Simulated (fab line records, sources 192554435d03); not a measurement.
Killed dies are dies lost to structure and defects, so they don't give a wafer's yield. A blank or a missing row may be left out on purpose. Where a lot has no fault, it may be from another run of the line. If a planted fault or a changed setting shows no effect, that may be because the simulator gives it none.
fab line records | flow n5Finfet
record lots=3 wafers=8 lastDay=18
route steps=1938 shown BEOL_M1@762 BEOL_M4@1111 PASSIVATION@1936
lots with no fault: from the same line, run without faults
startH: hours from the record's first day to the start of the lot's first wafer shown | waitH: time in hours since the lot's previous step | " unchanged from the row above | L1.1+2: a row that stands for several wafers | - either no value or no given start | * or withheld: withheld | < > ~ a bound
route shown NAME@n: a module of which the file shows steps, and the number in the route of the first | usual: mean/standard deviation taken from wafers without a fault | same: alike in all rows | chamber/n: place in a boat | sites: readings site by site | _std_site: how widely they spread, as a standard deviation | _edge_site: mean of outer sites minus mean of inner sites | radiusMm: for every site, how far away it sits from the centre of the wafer | mask NAME#n: copy n | behind: the most recent tool/chamber to have shaped the wafer | hold: reason for holding the lot/hours on hold/outcome of the hold | device: the transistor (n, p or np) that didn't switch | end of line: the same wafers' tests at the end of the route | where a step has no rows: the recipe by itself | killed: dies that structure and defects cost at the first sort, which is not the same as the wafer's yield | map: the dies of a wafer, with x for killed, . for not killed, _ for no die there
set.NAME: the setting as run; set.NAME@STEP: as run at that earlier step | model.NAME: the simulator's own value behind a step, which no gauge read
lots seen at some steps along the route; tables by step, rows by wafer
services: a tool's chamber out of use, with start hour (startH, from the record's first day; less than 0 if before it), hours out, and reason
## steps
# step N5_BEOL_M1_PEB_09
# recipe pebTempC=100 pebTimeS=60 resist=CAR-EUV
# step N5_BEOL_M1_DEVELOP_10
# recipe developTimeS=30 developer=TMAH resist=CAR-EUV rinseLiquid=surfactantRinse dry=airSpin devTempC=23
# step N5_BEOL_M1_DESCUM_16
# recipe chemistry=O2 timeS=7 sourcePowerW=50 biasPowerW=20 pressureMtorr=20 rfFrequencyHz=2.712e+07 tempC=40 resist=CAR-EUV o2FlowSccm=225
# step N5_BEOL_M1_ETCH_74
# recipe chemistry=N2/H2 target=underlayer targetDepthA=65 maskMaterial=CAR-EUV timeS=5.2 ionEnergyEv=200 pressureMtorr=30 sourceW=840 biasW=150 n2FlowSccm=200 h2FlowSccm=200 ends=cleared
# step N5_BEOL_M1_ETCH_63
# recipe chemistry=CF4 target=SiARC targetDepthA=156 maskMaterial=CAR-EUV timeS=26 ionEnergyEv=80 pressureMtorr=40 sourceW=545 biasW=36 Ar_flow_sccm=100 cf4FlowSccm=100 ends=cleared
# step N5_BEOL_M1_ETCH_64
# recipe chemistry=N2/H2 target=SOC targetDepthA=750 overetchA=150 maskMaterial=SiARC tempC=40 timeS=112.5 ionEnergyEv=200 pressureMtorr=30 sourceW=840 biasW=150 n2FlowSccm=200 h2FlowSccm=200
# step N5_BEOL_M1_STRIP_65
# recipe chemistry=N2/H2 tempC=40 n2FlowSccm=200 h2FlowSccm=200 rfFrequencyHz=6e+07
# step N5_BEOL_M1_STRIP_75
# recipe chemistry=N2/H2 tempC=40 n2FlowSccm=200 h2FlowSccm=200 rfFrequencyHz=6e+07
# step N5_BEOL_M1_STRIP_66
# recipe chemistry=CF4 resist=SiARC powerW=300 biasPowerW=75 pressureMtorr=50 cf4FlowSccm=150 rfFrequencyHz=6e+07
# step N5_BEOL_M1_HM_OPEN_17
# recipe chemistry=Cl2/BCl3 targetDepthA=200 overetchA=60 target=TiN maskMaterial=SOC ionEnergyEv=150 pressureMtorr=10 icpW=1000 biasW=126 Cl2_flow_sccm=53.25 bcl3FlowSccm=21.75 Ar_flow_sccm=25
# usual drypumpMotorCurrentA=5.86/0.28 oes_ar_750_au=0.79/0.079 oesProductAu=0.67/0.071 throttleValvePct=22.10/0.19
# columns lot.wafer tool chamber startH waitH drypumpMotorCurrentA oes_ar_750_au oesProductAu rfHoursCounterH throttleValvePct model.SOC_of_BEOL_M1_COAT_61.thkNm model.etch.depthNm model.BEOL_M1.cdOffsetNm
L261.2 rieMetal-03 1 190.90 0.0 6.02 0.93 0.80 4 22.17 52.4 20.06 0.2
L261.4 " 1 " " 6.02 0.92 0.79 - 22.15 52.4 20.02 0
L261.5 " 1 " " 6.04 0.93 0.79 - 22.16 52.4 19.99 0.2
L262.1 rieMetal-01 1 197.63 0.0 6.11 0.76 0.65 47 22.36 52.4 19.86 -0.4
L262.2 " 0 " " 5.43 0.72 0.60 73 22.00 52 19.78 -0.2
L262.6 " 1 " " 6.13 0.76 0.66 - 22.36 52.2 19.81 -0.4
L273.5 rieMetal-01 1 257.99 0.1 6.13 0.75 0.63 - 22.41 54.6 19.18 -0.2
L273.6 " 0 " " 5.42 0.70 0.59 - 22.02 52.2 19.58 0.2
# step N5_BEOL_M1_STRIP_19
# recipe chemistry=O2 powerW=400 tempC=40 pressureMtorr=30 rfFrequencyHz=6e+07 biasPowerW=0 overashFraction=0.2 o2FlowSccm=225
# step N5_BEOL_M1_COAT_67
# recipe resist=SOC tempC=250 timeS=60 spinRpm=1500 resistThkNm=60
# step N5_BEOL_M1_COAT_68
# recipe resist=SiARC tempC=220 timeS=60 spinRpm=1500 resistThkNm=12
# step N5_BEOL_M1_COAT_76
# recipe resist=underlayer tempC=205 timeS=60 spinRpm=1500 resistThkNm=5
# step N5_BEOL_M1_COAT_22
# recipe resist=CAR-EUV spinRpm=1500 resistThkNm=30
# step N5_BEOL_M1_EBR_24
# recipe solvent=PGMEA ebrWidthMm=1.5
# step N5_BEOL_M1_SOFTBAKE_23
# recipe tempC=110 timeS=60 resist=CAR-EUV
# step N5_BEOL_M1_EXPOSE_25
# recipe maskId=V0 na=0.33 sourceShape=quasar sigmaInner=0.2 sigmaOuter=0.8 polarization=unpolarized defocusNm=5 targetCdNm=24 doseMj=63
# step N5_BEOL_M1_PEB_26
# recipe pebTempC=100 pebTimeS=60 resist=CAR-EUV
# step N5_BEOL_M1_DEVELOP_27
# recipe developTimeS=30 developer=TMAH resist=CAR-EUV rinseLiquid=surfactantRinse dry=airSpin devTempC=23
# step N5_BEOL_M1_DESCUM_33
# recipe chemistry=O2 timeS=7 sourcePowerW=50 biasPowerW=20 pressureMtorr=20 rfFrequencyHz=2.712e+07 tempC=40 resist=CAR-EUV o2FlowSccm=225
# step N5_BEOL_M1_ETCH_77
# recipe chemistry=N2/H2 target=underlayer targetDepthA=65 maskMaterial=CAR-EUV timeS=5.2 ionEnergyEv=200 pressureMtorr=30 sourceW=840 biasW=150 n2FlowSccm=200 h2FlowSccm=200 ends=cleared
# step N5_BEOL_M1_ETCH_69
# recipe chemistry=CF4 target=SiARC targetDepthA=156 maskMaterial=CAR-EUV timeS=26 ionEnergyEv=80 pressureMtorr=40 sourceW=545 biasW=36 Ar_flow_sccm=100 cf4FlowSccm=100 ends=cleared
# step N5_BEOL_M1_ALD_98
# recipe material=SiO2 targetThkA=25 tempC=100 aldPrecursorFamily=BDEAS aldCoReactant=O2-plasma pulseTimeS=1 coReactantPulseTimeS=1 purgeTimeS=2 coReactantPurgeTimeS=2 aldCycles=17 pressureTorr=2
# step N5_BEOL_M1_ETCHBACK_99
# recipe chemistry=CHF3 target=SiO2 targetDepthA=50 timeS=10.4 sourceW=215 biasW=47 Ar_flow_sccm=200 CHF3_flow_sccm=12 ionEnergyEv=100 pressureMtorr=30
# step N5_BEOL_M1_ETCH_70
# recipe chemistry=N2/H2 target=SOC targetDepthA=800 overetchA=160 maskMaterial=SiARC tempC=40 timeS=120 ionEnergyEv=200 pressureMtorr=30 sourceW=840 biasW=150 n2FlowSccm=200 h2FlowSccm=200
# step N5_BEOL_M1_STRIP_71
# recipe chemistry=N2/H2 tempC=40 n2FlowSccm=200 h2FlowSccm=200 rfFrequencyHz=6e+07
# step N5_BEOL_M1_STRIP_78
# recipe chemistry=N2/H2 tempC=40 n2FlowSccm=200 h2FlowSccm=200 rfFrequencyHz=6e+07
# step N5_BEOL_M1_VIA_ETCH_34
# recipe chemistry=C4F6/O2 targetDepthA=678 maskMaterial=SOC pressureMtorr=15 ionEnergyEv=250 taperDeg=4 timeS=64.4 sourceW=350 biasW=170 Ar_flow_sccm=300 C4F6_flow_sccm=10 O2_flow_sccm=10
# step N5_BEOL_M1_STRIP_83
# recipe chemistry=C4F6/O2 resist=SiARC rfFrequencyHz=6e+07
# step N5_BEOL_M1_STRIP_36
# recipe chemistry=N2/H2 powerW=450 tempC=40 pressureMtorr=20 rfFrequencyHz=6e+07 overashFraction=0.3 biasPowerW=7 h2Frac=0.5 n2FlowSccm=200 h2FlowSccm=200
# step N5_BEOL_M1_TRENCH_ETCH_37
# recipe chemistry=C4F6/O2 targetDepthA=552.07 target=SiOC timeS=29 ionEnergyEv=250 pressureMtorr=30 sourceW=355 biasW=185 Ar_flow_sccm=300 C4F6_flow_sccm=10 O2_flow_sccm=10
# step N5_BEOL_M1_ETCH_41
# recipe chemistry=CH3F/O2 target=SiCN targetDepthA=319 taperDeg=2 timeS=57.8 ionEnergyEv=120 maskMaterial=TiN pressureMtorr=30 sourceW=395 biasW=75 Ar_flow_sccm=150 CH3F_flow_sccm=30 O2_flow_sccm=20
# step N5_BEOL_M1_STRIP_97
# recipe chemistry=N2/H2 timeS=10 powerW=450 tempC=40 pressureMtorr=20 rfFrequencyHz=6e+07 biasPowerW=7 n2FlowSccm=200 h2FlowSccm=200
# step N5_BEOL_M4_RC_MEAS_101
# usual CHAIN_V0_max_site=245/8.5 CHAIN_V1_max_site=243/8.9 DIBL_N=35.9/1.3 DIBL_P=36.3/1.5 IOFF_N=0.153/0.023 IOFF_P=0.208/0.028 ION_N=672/9.7 ION_P=462/6.6 SERP_M1_max_site=211/13 SS_N=71.5/0.53 SS_P=73.3/0.59 VT_N=250.4/2.7 VT_P=-250.5/3
# columns lot.wafer tool chamber startH waitH CHAIN_V0_max_site[ohm/link] CHAIN_V1_max_site[ohm/link] DIBL_N[mV/V] DIBL_P[mV/V] IOFF_N[nA/um] IOFF_P[nA/um] ION_N[uA/um] ION_P[uA/um] SERP_M1_max_site[ohm/um] SS_N[mV/dec] SS_P[mV/dec] VT_N[mV] VT_P[mV]
L261.2 prober-01 0 236.79 0.2 235 256 36.9 36.5 0.159 0.236 676 471 204 71.3 73.0 250.8 -248.0
L261.4 " 0 " " 247 248 34.8 33.6 0.120 0.189 657 460 205 70.9 72.9 251.8 -249.4
L261.5 " 0 " " 241 259 35.7 35.6 0.136 0.224 666 468 202 71.0 73.1 252.3 -248.2
L262.1 prober-01 0 243.50 0.0 245 252 35.9 35.8 0.149 0.209 669 465 218 72.2 72.5 250.2 -247.7
L262.2 " 0 " " 247 233 34.1 33.1 0.124 0.167 648 451 224 71.7 72.4 254.5 -255.0
L262.6 " 0 " " 254 254 35.0 33.9 0.127 0.177 655 454 209 71.5 72.1 253.7 -254.8
L273.5 prober-02 0 317.08 0.6 ~588 ~571 36.5 37.4 0.156 0.214 674 465 ~5.4054e+05 70.9 73.5 250.7 -248.4
L273.6 " 0 " " 254 247 36.5 37.8 0.159 0.213 677 464 227 71.2 73.5 247.9 -253.8
# step N5_PASSIVATION_PROBE_49
# usual defectLimitedYield=91.1/1.5 killed_at_M0_to_M3=35/9.5 killed_at_M4_up=13/5.2 killedAtContacts=12/6.1 killedAtFrontEnd=41/14 killedAtOther=3.8/2.9 killedDies=105/17 killedOnRim=13/4.1 killedOpen=70/13 killedShort=33/8.4 sort_bin_5_function=5.1/0.97 sort_bin_6_memory=3.4/0.69 sortNPass=1075/17 sortYieldPct=91.1/1.5
# same grossDies=1180 killedAtBackSide=0 sort_bin_4_leakage[%]=0 sort_bin_8_speed[%]=0
# columns lot.wafer tool chamber startH waitH defectLimitedYield[%] killed_at_M0_to_M3 killed_at_M4_up killedAtContacts killedAtFrontEnd killedAtOther killedDies killedOnRim killedOpen killedShort sort_bin_5_function[%] sort_bin_6_memory[%] sortNPass sortYieldPct[%]
L273.5 prober-02 - 425.97 0.2 91.8 48 5 17 26 1 97 15 49 33 5.6 2.3 1083 91.8
# killed by level:class
L273.5 BEOL_M1:areaOpen=14 MOL_CONTACT_COAG:geometricParticle:open=11 BEOL_M0_SAQP:geometricParticle:short=9 FIN_SAQP:geometricParticle:open=8 BEOL_M0_SAQP:geometricParticle:open=7 MOL_CONTACT_COAG:geometricParticle:short=6 BEOL_M3:geometricParticle:open=6 FIN_SAQP:geometricParticle:short=5
## services
# columns tool chamber startH hours kind
rieMetal-03 - 232.10 2.8 pm
## key
firstSign step=N5_BEOL_M4_RC_MEAS_101 reading=SERP_M1_max_site direction=up sigmas=99+ usual=211 struck=~5.4054e+05
effect step=N5_BEOL_M4_RC_MEAS_101 reading=CHAIN_V0_max_site direction=up sigmas=40 usual=245 struck=~588
effect step=N5_BEOL_M4_RC_MEAS_101 reading=CHAIN_V1_max_site direction=up sigmas=37 usual=243 struck=~571
modelEffect step=N5_BEOL_M1_HM_OPEN_17 value=SOC_of_BEOL_M1_COAT_61.thkNm without=52.6 struck=54.6
metAt N5_BEOL_M1_HM_OPEN_17
struckWafers L273.5
onsetBetween 197.63 257.99
fault kind=processParameterDrift tool=rieMetal-01 chamber=- onsetH=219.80 steps=N5_BEOL_M1_HM_OPEN_17 channel=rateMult offset=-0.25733 shape=step endH=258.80 scope=struckWafersOnly
